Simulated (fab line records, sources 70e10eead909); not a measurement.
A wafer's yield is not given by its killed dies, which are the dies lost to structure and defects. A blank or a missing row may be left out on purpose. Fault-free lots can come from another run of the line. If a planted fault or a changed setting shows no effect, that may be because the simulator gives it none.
Check of tool commonality / flow nandHarc / Sampled: 12 lots, 36 wafers

## WHY IT WAS OPENED
On 2 of the 12 lots, a flag is raised at NHARC_A_M0_CD_MEAS_09 on the reading cdNm. Wafers without a fault read 80.5 nm, standard deviation 0.65.
Rule: a lot gets a flag if all its wafers with a number sit over 4 standard deviations from that mean, or if no wafer of it has a number. The other lots count as sound.

lot=L269; measured=day 22 21:35; on=cdSem-01; cdNm (nm), wafer by wafer=82.0 80.6 80.9; flag=
lot=L270; measured=day 23 03:38; on=cdSem-03; cdNm (nm), wafer by wafer=80.2 79.9 80.6; flag=
lot=L271; measured=day 23 04:40; on=cdSem-03; cdNm (nm), wafer by wafer=80.3 80.4 80.8; flag=
lot=L272; measured=day 23 17:32; on=cdSem-01; cdNm (nm), wafer by wafer=80.9 79.4 81.1; flag=
lot=L273; measured=day 24 04:04; on=cdSem-01; cdNm (nm), wafer by wafer=80.0 79.5 79.7; flag=
lot=L274; measured=day 24 10:55; on=cdSem-02; cdNm (nm), wafer by wafer=66.3 66.9 66.7; flag=FLAGGED
lot=L275; measured=day 25 03:44; on=cdSem-03; cdNm (nm), wafer by wafer=70.2 69.7 70.5; flag=FLAGGED
lot=L276; measured=day 25 21:05; on=cdSem-03; cdNm (nm), wafer by wafer=79.5 81.0 80.6; flag=
lot=L284; measured=day 28 06:06; on=cdSem-03; cdNm (nm), wafer by wafer=80.9 80.2 80.5; flag=
lot=L286; measured=day 29 06:31; on=cdSem-02; cdNm (nm), wafer by wafer=80.8 80.7 80.7; flag=
lot=L289; measured=day 30 12:22; on=cdSem-01; cdNm (nm), wafer by wafer=81.1 81.3 79.5; flag=
lot=L291; measured=day 31 06:44; on=cdSem-03; cdNm (nm), wafer by wafer=81.1 79.4 79.7; flag=
The mean of the flagged lots' numbers is 68.4 nm, -12.1 nm from the usual (-19 standard deviations).

## LOT BY LOT: THE TOOL USED
Before the reading, the record contains 3 process steps out of a 1302-step route. Read each cell as the tool, then ch plus the chambers that the sampled wafers visited, then the start.
lot=L269; flag=; NHARC_A_BLC_STRIP_21=rieDiel-11 ch 0,2,3, day 22 18:51; NHARC_A_BLC_CMP_25=cmp-01 ch 0,2,3, day 22 20:17; NHARC_A_M0_EXPOSE_06=arfiScanner-03 ch 0, day 22 21:26
lot=L270; flag=; NHARC_A_BLC_STRIP_21=rieDiel-07 ch 1,2, day 23 00:56; NHARC_A_BLC_CMP_25=cmp-04 ch 1,2,3, day 23 02:22; NHARC_A_M0_EXPOSE_06=arfiScanner-01 ch 0, day 23 03:29
lot=L271; flag=; NHARC_A_BLC_STRIP_21=rieDiel-11 ch 0,2,3, day 23 01:57; NHARC_A_BLC_CMP_25=cmp-01 ch 0,1,2, day 23 03:22; NHARC_A_M0_EXPOSE_06=arfiScanner-02 ch 0, day 23 04:32
lot=L272; flag=; NHARC_A_BLC_STRIP_21=rieDiel-02 ch 1,2,3, day 23 14:50; NHARC_A_BLC_CMP_25=cmp-01 ch 1,2,3, day 23 16:14; NHARC_A_M0_EXPOSE_06=arfiScanner-01 ch 0, day 23 17:24
lot=L273; flag=; NHARC_A_BLC_STRIP_21=rieDiel-11 ch 1,3, day 24 01:01; NHARC_A_BLC_CMP_25=cmp-02 ch 0,2, day 24 02:47; NHARC_A_M0_EXPOSE_06=arfiScanner-02 ch 0, day 24 03:55
lot=L274; flag=FLAGGED; NHARC_A_BLC_STRIP_21=rieDiel-11 ch 0,1,3, day 24 08:19; NHARC_A_BLC_CMP_25=cmp-02 ch 0,1,3, day 24 09:44; NHARC_A_M0_EXPOSE_06=arfiScanner-02 ch 0, day 24 10:47
lot=L275; flag=FLAGGED; NHARC_A_BLC_STRIP_21=rieDiel-11 ch 0,3, day 25 01:08; NHARC_A_BLC_CMP_25=cmp-02 ch 0,2,3, day 25 02:35; NHARC_A_M0_EXPOSE_06=arfiScanner-02 ch 0, day 25 03:36
lot=L276; flag=; NHARC_A_BLC_STRIP_21=rieDiel-02 ch 0,3, day 25 18:23; NHARC_A_BLC_CMP_25=cmp-04 ch 0,1, day 25 19:49; NHARC_A_M0_EXPOSE_06=arfiScanner-01 ch 0, day 25 20:58
lot=L284; flag=; NHARC_A_BLC_STRIP_21=rieDiel-02 ch 0,3, day 28 03:21; NHARC_A_BLC_CMP_25=cmp-04 ch 0,2,3, day 28 04:47; NHARC_A_M0_EXPOSE_06=arfiScanner-03 ch 0, day 28 05:58
lot=L286; flag=; NHARC_A_BLC_STRIP_21=rieDiel-07 ch 0,1,3, day 29 03:58; NHARC_A_BLC_CMP_25=cmp-02 ch 2,3, day 29 05:21; NHARC_A_M0_EXPOSE_06=arfiScanner-03 ch 0, day 29 06:23
lot=L289; flag=; NHARC_A_BLC_STRIP_21=rieDiel-02 ch 0,1,3, day 30 09:37; NHARC_A_BLC_CMP_25=cmp-01 ch 1,2,3, day 30 11:02; NHARC_A_M0_EXPOSE_06=arfiScanner-01 ch 0, day 30 12:13
lot=L291; flag=; NHARC_A_BLC_STRIP_21=rieDiel-11 ch 1,2,3, day 31 04:03; NHARC_A_BLC_CMP_25=cmp-04 ch 1,2,3, day 31 05:29; NHARC_A_M0_EXPOSE_06=arfiScanner-01 ch 0, day 31 06:36
What these steps do:
- NHARC_A_BLC_STRIP_21: strips in O2.
- NHARC_A_BLC_CMP_25: polishes, t overpolish 30 s, target thk 150 nm.
- NHARC_A_M0_EXPOSE_06: exposes mask A M0, target cd 80 nm.
- NHARC_A_M0_CD_MEAS_09: target cd 80 nm.

## FLAGGED OVER TOTAL, TOOL BY TOOL (the gauges that took the reading come last)
step=NHARC_A_BLC_STRIP_21; tool=rieDiel-02; lots run=4; flagged=0; share of the flagged lots=none; sound lots run after its first flagged lot=-
step=NHARC_A_BLC_STRIP_21; tool=rieDiel-07; lots run=2; flagged=0; share of the flagged lots=none; sound lots run after its first flagged lot=-
step=NHARC_A_BLC_STRIP_21; tool=rieDiel-11; lots run=6; flagged=2; share of the flagged lots=all; sound lots run after its first flagged lot=1 (L291)
step=NHARC_A_BLC_CMP_25; tool=cmp-01; lots run=4; flagged=0; share of the flagged lots=none; sound lots run after its first flagged lot=-
step=NHARC_A_BLC_CMP_25; tool=cmp-02; lots run=4; flagged=2; share of the flagged lots=all; sound lots run after its first flagged lot=1 (L286)
step=NHARC_A_BLC_CMP_25; tool=cmp-04; lots run=4; flagged=0; share of the flagged lots=none; sound lots run after its first flagged lot=-
step=NHARC_A_M0_EXPOSE_06; tool=arfiScanner-01; lots run=5; flagged=0; share of the flagged lots=none; sound lots run after its first flagged lot=-
step=NHARC_A_M0_EXPOSE_06; tool=arfiScanner-02; lots run=4; flagged=2; share of the flagged lots=all; sound lots run after its first flagged lot=0
step=NHARC_A_M0_EXPOSE_06; tool=arfiScanner-03; lots run=3; flagged=0; share of the flagged lots=none; sound lots run after its first flagged lot=-
step=NHARC_A_M0_CD_MEAS_09; tool=cdSem-01; lots run=4; flagged=0; share of the flagged lots=none; sound lots run after its first flagged lot=-
step=NHARC_A_M0_CD_MEAS_09; tool=cdSem-02; lots run=2; flagged=1; share of the flagged lots=some; sound lots run after its first flagged lot=1 (L286)
step=NHARC_A_M0_CD_MEAS_09; tool=cdSem-03; lots run=6; flagged=1; share of the flagged lots=some; sound lots run after its first flagged lot=3 (L276,L284,L291)

## THE TABLE: WHAT IT ALLOWS
Every flagged lot was run by 3 rows of the table: rieDiel-11 at NHARC_A_BLC_STRIP_21, cmp-02 at NHARC_A_BLC_CMP_25 and arfiScanner-02 at NHARC_A_M0_EXPOSE_06.
- rieDiel-11 at NHARC_A_BLC_STRIP_21 ran 6 lots, 2 of them flagged. After the first flagged lot (L291), sound lots still ran on it; a lasting fault on the whole tool would not permit that.
- cmp-02 at NHARC_A_BLC_CMP_25 ran 4 lots, 2 of them flagged. After the first flagged lot (L286), sound lots still ran on it; a lasting fault on the whole tool would not permit that.
- arfiScanner-02 at NHARC_A_M0_EXPOSE_06 ran 4 lots, 2 of them flagged. Last sound lot L273 at day 24 03:55, first flagged lot L274 at day 24 10:47; a fault beginning in between fits. Its own readings (exposureDoseMJCm2) fall more than 4 standard deviations out on all wafers of the flagged lots.
Just one tool remains: arfiScanner-02 at NHARC_A_M0_EXPOSE_06.

## WHAT WAS PUT IN BY THE SIMULATOR
Process parameter drift: arfiScanner-02, from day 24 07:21 on, at NHARC_A_M0_EXPOSE_06. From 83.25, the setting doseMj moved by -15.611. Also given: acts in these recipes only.
Shown lots that were struck: L274, L275. Same finding as the rule above.
